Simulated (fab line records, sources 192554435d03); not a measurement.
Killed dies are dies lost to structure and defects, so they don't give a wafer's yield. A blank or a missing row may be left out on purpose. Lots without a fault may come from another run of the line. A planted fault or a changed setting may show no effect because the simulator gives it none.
fab line records | flow n5_finfet
record lots=7 wafers=21 last_day=18
route steps=1938 shown BEOL_M13@1663 PASSIVATION@1936
lots that met no fault: from a run of the same line without faults
start_h: hours from the record's first day to the start of the lot's first wafer shown | wait_h: hours since the lot's step before | " the same as in the row above | L1.1+2: a row that stands for several wafers | - no value, or no start given | * or withheld: withheld | < > ~ a bound
route shown NAME@n: a module of which the file shows steps, and the number in the route of the first | usual: mean/standard deviation of fault-free wafers | same: alike in all rows | chamber/n: place in a boat | sites: the reading at each site | _std_site: their standard deviation | _edge_site: outer sites' mean less inner sites' | radius_mm: how far each site lies from the wafer's centre | mask NAME#n: copy n | behind: the tool/chamber that last shaped the wafer | hold: why the lot was held/for how many hours/how that ended | device: the transistor (n, p or np) that didn't switch | end of line: the same wafers' tests at the end of the route | a step without rows: its recipe alone | killed: dies lost to structure and defects at the first sort, not the wafer's yield | map: a wafer's dies, x killed, . not, _ none there
set.NAME: the setting as run; set.NAME@STEP: as run at that earlier step | model.NAME: the simulator's own value behind a step, which no gauge read
lots at some steps of the route; a table a step, a row a wafer
services: from which hour (start_h, from the record's first day; less than 0 if before it) a tool's chamber was out of use, for how many hours, and why
## steps
# step N5_BEOL_M13_EBR_06
# recipe solvent=PGMEA ebr_width_mm=1.5
# step N5_BEOL_M13_SOFTBAKE_05
# recipe temp_c=130 time_s=60
# step N5_BEOL_M13_EXPOSE_07
# recipe mask_id=V12 na=0.93 source_shape=conventional sigma_outer=0.6 polarization=unpolarized attpsm_phase_deg=180 dose_mj=24.8
# step N5_BEOL_M13_PEB_08
# recipe peb_temp_c=130 peb_time_s=90
# step N5_BEOL_M13_DEVELOP_09
# recipe develop_time_s=45 rinse_liquid=diw dry=air_spin dev_temp_c=21
# step N5_BEOL_M13_HARDBAKE_14
# recipe temp_c=130 time_s=120
# step N5_BEOL_M13_CD_MEAS_10
# recipe target_cd_nm=190 landing_energy_ev=500 detector=se_inlens polarity=opening
# usual cd_nm=190.6/1.5
# columns lot.wafer tool chamber start_h wait_h cd_nm
L618.2 cd_sem-01 0 282.47 - 189.7
L618.4 " 0 " " 188.3
L618.6 " 0 " " 189.6
L621.1 cd_sem-02 0 297.98 - 190.3
L621.2 " 0 " " 190.8
L621.6 " 0 " " 191.3
L627.1 cd_sem-02 0 343.35 - 192.8
L627.2 " 0 " " 193.0
L627.5 " 0 " " 192.1
L629.1 cd_sem-03 0 350.94 - 188.1
L629.3 " 0 " " 188.4
L629.5 " 0 " " 188.6
L630.1 cd_sem-01 0 361.68 - 190.0
L630.3 " 0 " " 189.3
L630.4 " 0 " " 189.8
L633.1 cd_sem-02 0 365.36 - 190.9
L633.5 " 0 " " 189.1
L633.6 " 0 " " 189.3
L634.3 cd_sem-01 0 389.83 - 192.3
L634.4 " 0 " " 191.5
L634.5 " 0 " " 192.1
# step N5_BEOL_M13_OVL_MEAS_11
# recipe points_per_wafer=44
# usual V12_OVL=1/5.7
# columns lot.wafer tool chamber start_h wait_h V12_OVL[nm]
L618.2 overlay-01 0 282.50 0.0 -12
L618.4 " 0 " " -4
L618.6 " 0 " " -8
L621.1 overlay-01 0 298.01 0.0 1
L621.2 " 0 " " -5
L621.6 " 0 " " -1
L627.1 overlay-01 0 343.38 0.0 6
L627.2 " 0 " " 4
L627.5 " 0 " " -3
L629.1 overlay-02 0 350.97 0.0 -2
L629.3 " 0 " " -6
L629.5 " 0 " " 2
L630.1 overlay-02 0 361.71 0.0 3
L630.3 " 0 " " -2
L630.4 " 0 " " -3
L633.1 overlay-01 0 365.39 0.0 2
L633.5 " 0 " " 2
L633.6 " 0 " " -7
L634.3 overlay-01 0 389.86 0.0 1
L634.4 " 0 " " 0
L634.5 " 0 " " 7
# step N5_BEOL_M13_INSPECT_12
# recipe mode=adi inspect_instrument=macro
# usual raw_defect_count=1.9/1.3
# columns lot.wafer tool chamber start_h wait_h raw_defect_count
L618.2 defect_inspect-01 - 282.52 0.0 2
L618.4 " - " " 1
L618.6 " - " " 1
L621.1 defect_inspect-01 - 298.04 0.0 3
L621.2 " - " " 3
L621.6 " - " " 5
L627.1 defect_inspect-01 - 343.40 0.0 2
L627.2 " - " " 3
L627.5 " - " " 1
L629.1 defect_inspect-02 - 350.99 0.0 4
L629.3 " - " " 4
L629.5 " - " " 1
L630.1 defect_inspect-01 - 361.73 0.0 1
L630.3 " - " " 1
L630.4 " - " " 0
L633.1 defect_inspect-01 - 365.41 0.0 0
L633.5 " - " " 2
L633.6 " - " " 0
L634.3 defect_inspect-02 - 389.89 0.0 3
L634.4 " - " " 2
L634.5 " - " " 2
# step N5_BEOL_M13_DESCUM_15
# recipe chemistry=O2 time_s=7.9 source_power_w=50 bias_power_w=20 pressure_mtorr=20 rf_frequency_hz=2.712e+07 temp_c=40 o2_flow_sccm=225
# usual drypump_motor_current_A=5.8/0.55 oes_product_au=0.85/0.084 rf_vpp_V=243.6/1.3 showerhead_plenum_p_Torr=2.12/0.07 throttle_valve_pct=20.34/0.23
# columns lot.wafer tool chamber start_h wait_h drypump_motor_current_A oes_product_au rf_hours_counter_h rf_vpp_V showerhead_plenum_p_Torr throttle_valve_pct
L618.2 rie_diel-02 3 282.56 0.0 6.5 0.75 186 241.3 2.07 20.51
L618.4 " 1 " " 6.2 0.88 29 242.1 2.04 20.27
L618.6 " 3 " " 6.5 0.75 - 242.3 2.07 20.51
L621.1 rie_diel-05 1 298.46 0.4 5.6 0.74 171 242.3 2.01 20.37
L621.2 " 0 " " 5.4 0.68 243 243.7 2.14 20.37
L621.6 " 3 " " 6.3 0.76 - 241.0 2.01 20.38
L627.1 rie_diel-04 3 343.65 0.2 5.5 0.85 65 246.1 2.24 20.24
L627.2 " 1 " " 5.3 0.88 29 243.6 2.12 19.96
L627.5 " 3 " " 5.4 0.85 - 245.1 2.24 20.24
L629.1 rie_diel-04 2 351.03 0.0 5.7 0.94 17 243.8 2.14 20.07
L629.3 " 1 " " 5.4 0.88 30 244.9 2.12 19.93
L629.5 " 2 " " 5.7 0.95 - 243.2 2.14 20.07
L630.1 rie_diel-05 1 361.77 0.0 5.6 0.71 193 241.4 2.00 20.40
L630.3 " 0 " " 5.5 0.96 5 244.3 2.14 19.98
L630.4 " 1 " " 5.6 0.71 - 241.6 2.00 20.41
L633.1 rie_diel-04 2 365.72 0.3 5.7 0.94 20 244.4 2.14 20.08
L633.5 " 1 " " 5.3 0.88 - 243.6 2.12 19.95
L633.6 " 0 " " 5.4 0.87 - 244.6 2.12 20.59
L634.3 rie_diel-02 0 390.21 0.3 5.0 0.91 51 245.0 2.20 20.14
L634.4 " 2 " " 6.7 0.76 137 242.7 2.09 20.75
L634.5 " 1 " " 6.2 0.83 - 242.7 2.03 20.33
# step N5_BEOL_M13_ETCH_59
# recipe chemistry=N2/H2 target=BARC target_depth_a=890 overetch_a=267 time_s=67.9 ion_energy_ev=200 pressure_mtorr=30 source_w=840 bias_w=150 n2_flow_sccm=200 h2_flow_sccm=200
# usual drypump_motor_current_A=5.8/0.56 n2_flow_sccm=200.0/0.59 oes_product_au=0.72/0.067 rf_vpp_V=524.9/2.3 showerhead_plenum_p_Torr=2.57/0.077 throttle_valve_pct=17.80/0.27
# columns lot.wafer tool chamber start_h wait_h drypump_motor_current_A n2_flow_sccm oes_product_au rf_hours_counter_h rf_vpp_V showerhead_plenum_p_Torr throttle_valve_pct
L618.2 rie_diel-02 3 282.59 0.0 6.5 199.5 0.64 186 521.9 2.53 17.99
L618.4 " 1 " " 6.2 199.7 0.75 29 522.3 2.49 17.92
L618.6 " 3 " " 6.5 199.5 0.64 - 523.9 2.53 18.00
L621.1 rie_diel-05 1 298.49 0.0 5.6 200.9 0.64 171 521.4 2.43 17.82
L621.2 " 0 " " 5.5 199.1 0.59 243 524.5 2.61 18.06
L621.6 " 3 " " 6.4 200.4 0.67 - 521.1 2.44 17.93
L627.1 rie_diel-04 3 343.68 0.0 5.5 200.6 0.72 65 525.9 2.67 17.36
L627.2 " 1 " " 5.4 200.3 0.75 29 524.4 2.60 17.66
L627.5 " 3 " " 5.5 200.1 0.72 - 528.7 2.67 17.34
L629.1 rie_diel-04 2 351.06 0.0 5.7 199.5 0.80 17 524.8 2.59 17.41
L629.3 " 1 " " 5.3 200.0 0.75 30 525.8 2.60 17.66
L629.5 " 2 " " 5.7 198.9 0.79 - 525.6 2.59 17.40
L630.1 rie_diel-05 1 361.80 0.0 5.6 200.0 0.62 193 519.5 2.42 17.85
L630.3 " 0 " " 5.5 200.7 0.82 5 524.5 2.61 17.63
L630.4 " 1 " " 5.6 200.2 0.61 - 521.2 2.42 17.86
L633.1 rie_diel-04 2 365.76 0.0 5.7 199.8 0.79 20 524.9 2.59 17.41
L633.5 " 1 " " 5.4 200.1 0.75 - 526.4 2.60 17.67
L633.6 " 0 " " 5.4 200.3 0.74 - 525.9 2.58 18.09
L634.3 rie_diel-02 0 390.25 0.0 5.0 201.2 0.75 51 526.7 2.68 17.60
L634.4 " 2 " " 6.8 200.2 0.66 137 523.9 2.54 18.24
L634.5 " 1 " " 6.2 199.5 0.69 - 521.9 2.47 17.99
# step N5_BEOL_M13_VIA_ETCH_16
# recipe chemistry=C4F8/O2/Ar target=SiOC pressure_mtorr=30 source_w=3000 bias_w=700 Ar_flow_sccm=400 C4F8_flow_sccm=15 O2_flow_sccm=8 he_inner_torr=15 he_outer_torr=30 target_depth_a=9217 time_s=withheld ion_energy_ev=250 ends=cleared
# usual drypump_motor_current_A=5.8/0.56 mfc_ar_sccm=400.1/1.4 oes_product_au=0.76/0.076 rf_vpp_V=667/3 showerhead_plenum_p_Torr=3.46/0.095 throttle_valve_pct=24.14/0.26
# columns lot.wafer tool chamber start_h wait_h drypump_motor_current_A mfc_ar_sccm oes_product_au rf_vpp_V showerhead_plenum_p_Torr throttle_valve_pct
L618.2 rie_diel-02 3 282.64 0.0 6.5 400.6 0.68 664 3.40 24.33
L618.4 " 1 " " 6.2 400.1 0.79 665 3.37 24.30
L618.6 " 3 " " 6.5 401.5 0.67 665 3.40 24.35
L621.1 rie_diel-05 1 298.55 0.0 5.6 399.0 0.66 660 3.28 24.09
L621.2 " 0 " " 5.5 397.7 0.61 667 3.49 24.11
L621.6 " 3 " " 6.3 401.8 0.69 662 3.27 24.06
L627.1 rie_diel-04 3 343.73 0.0 5.5 398.4 0.77 672 3.60 23.82
L627.2 " 1 " " 5.3 397.9 0.80 668 3.49 23.90
L627.5 " 3 " " 5.4 398.2 0.77 670 3.60 23.84
L629.1 rie_diel-04 2 351.11 0.0 5.7 399.1 0.84 667 3.51 23.93
L629.3 " 1 " " 5.3 398.9 0.79 667 3.49 23.90
L629.5 " 2 " " 5.7 401.1 0.84 668 3.51 23.94
L630.1 rie_diel-05 1 361.85 0.0 5.6 399.1 0.65 663 3.27 24.12
L630.3 " 0 " " 5.5 398.3 0.86 668 3.48 23.78
L630.4 " 1 " " 5.6 400.6 0.65 661 3.27 24.12
L633.1 rie_diel-04 2 365.81 0.0 5.7 401.7 0.84 667 3.50 23.93
L633.5 " 1 " " 5.3 397.1 0.79 667 3.49 23.92
L633.6 " 0 " " 5.4 398.6 0.78 667 3.46 24.41
L634.3 rie_diel-02 0 390.30 0.0 5.1 397.0 0.80 671 3.57 23.85
L634.4 " 2 " " 6.7 398.3 0.69 666 3.42 24.59
L634.5 " 1 " " 6.2 400.9 0.75 661 3.36 24.34
# step N5_BEOL_M13_STRIP_63
# recipe chemistry=N2/H2 power_w=1000 temp_c=250 h2_frac=0.65 overash_fraction=0.3 pressure_mtorr=1000 n2_flow_sccm=1750 h2_flow_sccm=3250
# usual chamber_pressure_mTorr=999.9/0.93 drypump_motor_current_A=5.7/0.4 heater_power_w=329/25 n2_flow_sccm=1750/5 oes_product_au=0.673/0.0049 overash_fraction=0.3/0 strip_time_to_endpoint_s=27.6/1.1
# columns lot.wafer tool chamber start_h wait_h chamber_pressure_mTorr drypump_motor_current_A heater_power_w n2_flow_sccm oes_product_au overash_fraction rf_hours_counter_h strip_time_to_endpoint_s model.coat_of_BEOL_M13_COAT_04.thk_nm
L618.2 plasma_asher-02 0 282.88 - 1000.4 5.3 297 1750 0.672 0.3 135 29.5 0
L618.4 " 1 " " 1000.9 5.5 363 1749 0.677 0.3 - 28.5 0
L618.6 " 0 " " 1000.7 5.3 302 1747 0.672 0.3 - 29.0 0
L621.1 plasma_asher-01 1 298.79 - 1001.1 6.1 336 1753 0.679 0.3 79 28.0 0
L621.2 " 0 " " 1000.6 6.2 300 1749 0.680 0.3 79 29.8 0
L621.6 " 0 " " 999.2 6.2 302 1755 0.670 0.3 - 28.3 0
L627.1 plasma_asher-02 1 343.97 - - - - - - - - - 72.6
L627.2 " 0 " " - - - - - - - - 76.2
L627.5 " 0 " " - - - - - - - - 68
L629.1 plasma_asher-02 1 351.35 - - - - - - - - - 68.4
L629.3 " 0 " " - - - - - - - - 67.6
L629.5 " 1 " " - - - - - - - - 65.8
L630.1 plasma_asher-01 1 362.09 - - - - - - - - - 71.6
L630.3 " 1 " " - - - - - - - - 74.4
L630.4 " 0 " " - - - - - - - - 69.8
L633.1 plasma_asher-01 0 366.05 - 1000.0 6.2 296 1751 0.674 0.3 93 27.7 0
L633.5 " 1 " " 998.9 6.1 336 1757 0.677 0.3 - 27.5 0
L633.6 " 0 " " 998.8 6.2 299 1757 0.686 0.3 - 27.9 0
L634.3 plasma_asher-02 0 390.55 - 997.7 5.2 310 1750 0.671 0.3 - 26.6 0
L634.4 " 1 " " 1001.4 5.5 358 1751 0.681 0.3 - 27.9 0
L634.5 " 0 " " 1001.5 5.3 308 1755 0.667 0.3 - 27.4 0
# step N5_BEOL_M13_STRIP_64
# recipe chemistry=N2/H2 power_w=1000 temp_c=250 h2_frac=0.65 overash_fraction=0.3 pressure_mtorr=withheld n2_flow_sccm=1750 h2_flow_sccm=3250
# usual drypump_motor_current_A=5.7/0.4 h2_flow_sccm=3250/9.7 heater_power_w=328/25 n2_flow_sccm=1751/6.2 oes_product_au=0.715/0.0043 strip_time_to_endpoint_s=31.29/0.074
# same overash_fraction=0.3
# columns lot.wafer tool chamber start_h wait_h drypump_motor_current_A h2_flow_sccm heater_power_w n2_flow_sccm oes_product_au rf_hours_counter_h strip_time_to_endpoint_s
L618.2 plasma_asher-02 0 282.94 0.0 5.2 3250 308 1754 0.713 135 31.23
L618.4 " 1 " " 5.5 3245 365 1749 0.721 - 31.28
L618.6 " 0 " " 5.3 3244 306 1756 0.712 - 31.24
L621.1 plasma_asher-01 1 298.85 0.0 6.1 3257 343 1747 0.727 79 31.37
L621.2 " 0 " " 6.3 3264 304 1756 0.711 79 31.34
L621.6 " 0 " " 6.2 3263 301 1751 0.713 - 31.36
L627.1 plasma_asher-02 1 344.03 0.0 5.4 3237 353 1757 0.703 147 52.63
L627.2 " 0 " " 5.3 3251 310 1742 0.709 147 53.52
L627.5 " 0 " " 5.3 3254 293 1737 0.703 - 51.33
L629.1 plasma_asher-02 1 351.41 0.0 5.5 3236 351 1742 0.708 148 51.56
L629.3 " 0 " " 5.3 3243 313 1759 0.704 - 51.28
L629.5 " 1 " " 5.5 3246 350 1751 0.704 - 50.91
L630.1 plasma_asher-01 1 362.15 0.0 6.1 3259 339 1758 0.696 93 52.44
L630.3 " 1 " " 6.1 3265 343 1749 0.704 - 53.18
L630.4 " 0 " " 6.2 3243 297 1755 0.704 - 51.95
L633.1 plasma_asher-01 0 366.11 0.0 6.2 3257 295 1749 0.716 93 31.32
L633.5 " 1 " " 6.1 3245 335 1755 0.710 - 31.31
L633.6 " 0 " " 6.2 3264 301 1744 0.708 - 31.29
L634.3 plasma_asher-02 0 390.61 0.0 5.3 3261 311 1746 0.716 - 31.23
L634.4 " 1 " " 5.4 3242 355 1743 0.711 - 31.23
L634.5 " 0 " " 5.3 3261 303 1751 0.711 - 31.22
# step N5_BEOL_M13_STRIP_71
# recipe chemistry=post_etch_residue_remover time_s=60 temp_c=25 remover_ph=withheld remover_water_wt_pct=withheld remover_fluoride_wt_pct=withheld
# step N5_PASSIVATION_PROBE_49
# usual defect_limited_yield=91.6/1.6 killed_at_M0_to_M3=31/10 killed_at_M4_up=14/6.3 killed_at_contacts=12/6.1 killed_at_front_end=39/12 killed_at_other=3.7/2.8 killed_dies=100/19 killed_open=66/14 killed_short=33/8.1 sort_bin_4_leakage=0.00/0.014 sort_bin_5_function=5.0/1.1 sort_bin_6_memory=3.2/0.66 sort_bin_8_speed=0.01/0.077 sort_n_pass=1080/18 sort_yield_pct=91.6/1.6
# same gross_dies=1180 killed_at_back_side=0
# columns lot.wafer tool chamber start_h wait_h defect_limited_yield[%] killed_at_M0_to_M3 killed_at_M4_up killed_at_contacts killed_at_front_end killed_at_other killed_dies killed_open killed_short sort_bin_4_leakage[%] sort_bin_5_function[%] sort_bin_6_memory[%] sort_bin_8_speed[%] sort_n_pass sort_yield_pct[%]
L618.2 prober-02 - 314.54 0.1 91.4 39 13 7 34 9 102 63 36 0 4.2 3.9 0 1078 91.4
L618.4 prober-02 - 314.64 0.2 91.9 35 21 6 32 2 96 63 33 0 5.3 2.5 0 1084 91.9
L618.6 prober-02 - 314.74 0.3 88.2 48 15 12 54 10 139 95 43 0 6.4 4.7 0 1041 88.2
L621.1 prober-01 - 331.02 0.0 90.9 49 14 6 38 0 107 77 30 0 5.2 3.8 0 1073 90.9
L621.2 prober-01 - 331.07 0.1 92.5 31 13 8 35 1 88 58 26 0 4.0 3.2 0 1092 92.5
L621.6 prober-01 - 331.27 0.3 92.7 29 16 4 36 1 86 64 21 0 4.2 3.1 0 1094 92.7
L627.1 prober-01 - 376.87 0.0 92.1 31 16 9 32 5 93 64 28 0 4.8 2.7 0 1087 92.1
L627.2 prober-01 - 376.92 0.1 90.1 31 24 12 46 4 117 66 50 0 6.3 3.2 0 1063 90.1
L627.5 prober-01 - 377.07 0.2 92.7 19 19 4 36 8 86 58 27 0.17 4.6 2.5 0 1092 92.5
L629.1 prober-01 - 382.68 0.0 90.4 27 6 11 66 3 113 78 35 0 5.6 3.7 0 1067 90.4
L629.3 prober-01 - 382.78 0.1 92.3 30 13 14 32 2 91 59 30 0 4.2 3.1 0 1089 92.3
L629.5 prober-01 - 382.88 0.2 92.5 29 7 10 38 4 88 53 35 0 4.4 2.5 0 1092 92.5
L630.1 prober-01 - 393.20 0.0 91.9 13 24 10 42 6 95 68 27 0 4.7 3.1 0 1085 91.9
L630.3 prober-01 - 393.30 0.1 90.0 32 9 29 45 3 118 89 27 0 5.8 4.1 0 1062 90.0
L630.4 prober-01 - 393.35 0.2 93.3 23 13 17 26 0 79 53 26 0 3.9 2.5 0 1101 93.3
L633.1 prober-01 - 399.69 0.0 93.3 19 10 20 27 3 79 54 22 0 3.9 2.5 0.93 1090 92.4
L633.5 prober-01 - 399.89 0.2 94.0 18 2 25 24 2 71 45 25 0 3.5 2.2 0 1109 94.0
L633.6 prober-01 - 399.94 0.3 90.9 27 8 18 43 11 107 71 34 0 5.8 3.1 0 1073 90.9
L634.3 prober-02 - 420.03 0.1 91.9 20 11 11 51 3 96 67 28 0 5.0 2.7 0 1084 91.9
L634.4 prober-02 - 420.08 0.2 94.2 20 8 4 37 0 69 42 23 0 3.8 1.6 0 1111 94.2
L634.5 prober-02 - 420.13 0.2 89.9 40 11 8 56 4 119 93 24 0 5.6 4.2 0 1061 89.9
# killed by level:class
L618.2 BEOL_M0_SAQP:geometric_particle:short=9 BEOL_M0_SAQP:geometric_particle:open=8 BEOL_M1:geometric_particle:open=7 FIN_SAQP:geometric_particle:open=6 MOL_CONTACT_COAG:geometric_particle:open=6 FIN_SAQP:geometric_particle:short=5 BEOL_M3:geometric_particle:open=5 BEOL_M4:geometric_particle:open=5
L618.4 FIN_SAQP:geometric_particle:short=12 BEOL_M3:geometric_particle:open=11 BEOL_M4:geometric_particle:open=7 FIN_SAQP:geometric_particle:open=5 MOL_CONTACT_COAG:geometric_particle:open=5 BEOL_M0_SAQP:geometric_particle:short=5 BEOL_M0:geometric_particle:open=5 BEOL_M2:geometric_particle:open=5
L618.6 BEOL_M3:geometric_particle:open=23 FIN_SAQP:geometric_particle:short=14 FIN_SAQP:geometric_particle:open=12 MOL_CONTACT_COAG:geometric_particle:open=11 STI_FIN_REVEAL:geometric_particle:open=7 BEOL_M0_SAQP:geometric_particle:short=6 BEOL_M0_SAQP:geometric_particle:open=6 BEOL_M2:geometric_particle:open=6
L621.1 BEOL_M0_SAQP:geometric_particle:open=19 STI_FIN_REVEAL:geometric_particle:open=17 BEOL_M0_SAQP:geometric_particle:short=12 MOL_CONTACT_COAG:geometric_particle:open=5 BEOL_M1:geometric_particle:open=5 BEOL_M3:geometric_particle:open=5 BEOL_M4:geometric_particle:open=5 GATE_CUT:geometric_particle:open=4
L621.2 FIN_SAQP:geometric_particle:open=9 BEOL_M4:geometric_particle:open=9 MOL_CONTACT_COAG:geometric_particle:open=7 BEOL_M0_SAQP:geometric_particle:open=7 BEOL_M0_SAQP:geometric_particle:short=7 BEOL_M3:geometric_particle:open=6 FIN_SAQP:geometric_particle:short=5 STI_FIN_REVEAL:geometric_particle:open=4
L621.6 BEOL_M3:geometric_particle:open=13 FIN_SAQP:geometric_particle:open=12 BEOL_M0_SAQP:geometric_particle:open=7 BEOL_M0_SAQP:geometric_particle:short=5 FIN_SAQP:geometric_particle:short=4 MOL_CONTACT_COAG:geometric_particle:open=4 STARTING-WAFER:geometric_particle:short=4 BEOL_M4:geometric_particle:open=4
L627.1 BEOL_M3:geometric_particle:open=9 BEOL_M4:geometric_particle:open=9 STI_FIN_REVEAL:geometric_particle:open=8 MOL_CONTACT_COAG:geometric_particle:open=7 BEOL_M0_SAQP:geometric_particle:open=6 GATE_CUT:geometric_particle:short=5 BEOL_M2:geometric_particle:open=5 BEOL_M0_SAQP:geometric_particle:short=4
L627.2 MOL_CONTACT_COAG:geometric_particle:open=10 STI_FIN_REVEAL:geometric_particle:open=7 BEOL_M0_SAQP:geometric_particle:short=7 BEOL_M1:geometric_particle:open=7 FIN_SAQP:geometric_particle:short=6 GATE_CUT:geometric_particle:short=6 BEOL_M3:geometric_particle:open=6 BEOL_M4:geometric_particle:open=6
L627.5 BEOL_M4:geometric_particle:open=9 BEOL_M1:geometric_particle:open=6 FIN_SAQP:geometric_particle:short=5 FIN_SAQP:geometric_particle:open=5 STARTING-WAFER:geometric_particle:open=5 STI_FIN_REVEAL:geometric_particle:open=4 DUMMY_GATE:geometric_particle:open=4 GATE_CUT:geometric_particle:short=4
L629.1 STI_FIN_REVEAL:geometric_particle:open=19 FIN_SAQP:geometric_particle:open=18 MOL_CONTACT_COAG:geometric_particle:open=9 BEOL_M0_SAQP:geometric_particle:short=9 STI_FIN_REVEAL:geometric_particle:short=6 BEOL_M3:geometric_particle:open=6 BEOL_M2:geometric_particle:open=5 GATE_CUT:geometric_particle:open=4
L629.3 MOL_CONTACT_COAG:geometric_particle:open=11 BEOL_M0_SAQP:geometric_particle:short=7 BEOL_M2:geometric_particle:open=6 BEOL_M4:geometric_particle:open=6 FIN_SAQP:geometric_particle:open=5 BEOL_M1:geometric_particle:open=5 BEOL_M3:geometric_particle:open=5 STARTING-WAFER:geometric_particle:short=5
L629.5 BEOL_M3:geometric_particle:open=12 FIN_SAQP:geometric_particle:short=8 FIN_SAQP:geometric_particle:open=6 MOL_CONTACT_COAG:geometric_particle:open=6 BEOL_M2:geometric_particle:open=6 STI_FIN_REVEAL:geometric_particle:open=5 DUMMY_GATE:geometric_particle:open=5 ILD0:geometric_particle:short=5
L630.1 BEOL_M5:geometric_particle:open=12 STI_FIN_REVEAL:geometric_particle:open=11 MOL_CONTACT_COAG:geometric_particle:open=10 BEOL_M1:geometric_particle:open=9 GATE_CUT:geometric_particle:short=7 FIN_SAQP:geometric_particle:short=5 FIN_SAQP:geometric_particle:open=5 STARTING-WAFER:geometric_particle:open=5
L630.3 MOL_CONTACT_COAG:geometric_particle:open=25 STI_FIN_REVEAL:geometric_particle:open=14 FIN_SAQP:geometric_particle:open=10 BEOL_M3:geometric_particle:open=10 BEOL_M0_SAQP:geometric_particle:short=8 BEOL_M0_SAQP:geometric_particle:open=7 FIN_SAQP:geometric_particle:short=5 DUMMY_GATE:geometric_particle:open=4
L630.4 MOL_CONTACT_COAG:geometric_particle:open=11 STI_FIN_REVEAL:geometric_particle:open=7 FIN_SAQP:geometric_particle:open=6 MOL_CONTACT_COAG:geometric_particle:short=6 BEOL_M0_SAQP:geometric_particle:short=6 BEOL_M0_SAQP:geometric_particle:open=5 BEOL_M4:geometric_particle:open=4 FIN_SAQP:geometric_particle:short=3
L633.1 MOL_CONTACT_COAG:geometric_particle:open=15 FIN_SAQP:geometric_particle:open=6 BEOL_M0_SAQP:geometric_particle:open=6 FIN_SAQP:geometric_particle:short=5 MOL_CONTACT_COAG:geometric_particle:short=5 STI_FIN_REVEAL:geometric_particle:open=4 BEOL_M0_SAQP:geometric_particle:short=3 BEOL_M1:geometric_particle:short=3
L633.5 MOL_CONTACT_COAG:geometric_particle:open=20 BEOL_M0_SAQP:geometric_particle:open=7 GATE_CUT:geometric_particle:short=6 MOL_CONTACT_COAG:geometric_particle:short=5 BEOL_M0_SAQP:geometric_particle:short=5 FIN_SAQP:geometric_particle:short=4 STARTING-WAFER:geometric_particle:open=4 FIN_SAQP:geometric_particle:open=3
L633.6 MOL_CONTACT_COAG:geometric_particle:open=13 FIN_SAQP:geometric_particle:open=8 STI_FIN_REVEAL:geometric_particle:open=7 GATE_CUT:geometric_particle:short=7 BEOL_M0_SAQP:geometric_particle:short=7 BEOL_M1:geometric_particle:open=7 BEOL_M0_SAQP:geometric_particle:open=6 MOL_CONTACT_COAG:geometric_particle:short=5
L634.3 STI_FIN_REVEAL:geometric_particle:open=11 FIN_SAQP:geometric_particle:open=10 MOL_CONTACT_COAG:geometric_particle:open=10 BEOL_M3:geometric_particle:open=8 GATE_CUT:geometric_particle:short=7 STI_FIN_REVEAL:geometric_particle:short=4 DUMMY_GATE:geometric_particle:open=4 ILD0:geometric_particle:short=4
L634.4 FIN_SAQP:geometric_particle:open=9 FIN_SAQP:geometric_particle:short=7 BEOL_M0_SAQP:geometric_particle:short=6 BEOL_M3:geometric_particle:open=6 STI_FIN_REVEAL:geometric_particle:open=4 MOL_CONTACT_COAG:geometric_particle:open=4 BEOL_M0:geometric_particle:open=4 GATE_CUT:geometric_particle:open=3
L634.5 BEOL_M3:geometric_particle:open=22 FIN_SAQP:geometric_particle:open=16 STI_FIN_REVEAL:geometric_particle:open=9 MOL_CONTACT_COAG:geometric_particle:open=8 DUMMY_GATE:geometric_particle:open=7 FIN_SAQP:geometric_particle:short=6 GATE_CUT:geometric_particle:short=6 GATE_CUT:geometric_particle:open=5
## services
# columns tool chamber start_h hours kind
rie_diel-04 2 265.06 - clean
rie_diel-04 2 265.06 - consumable_replace:focus_ring
rie_diel-04 2 265.06 27.9 scheduled_down
rie_diel-04 2 265.06 27.9 vent_cycle
rie_diel-02 0 324.30 6.3 repair
rie_diel-05 0 324.47 - clean
rie_diel-05 0 324.47 - consumable_replace:focus_ring
rie_diel-05 0 324.47 21.5 scheduled_down
rie_diel-05 0 324.47 21.5 vent_cycle
## key
first_sign step=N5_BEOL_M13_STRIP_63 reading=tool_record direction=missing
effect step=N5_BEOL_M13_STRIP_64 reading=strip_time_to_endpoint_s direction=up sigmas=99+ usual=* struck=*
model_effect step=N5_BEOL_M13_STRIP_63 value=coat_of_BEOL_M13_COAT_04.thk_nm without=0 struck=70.49
met_at N5_BEOL_M13_STRIP_63
struck_wafers L627.1,L627.2,L627.5,L629.1,L629.3,L629.5,L630.1,L630.3,L630.4
onset_between 298.79 343.97
fault kind=skipped_step_whole tool=plasma_asher-01,plasma_asher-02 chamber=- onset_h=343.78 steps=N5_BEOL_M13_STRIP_63 scope=struck_lots_only
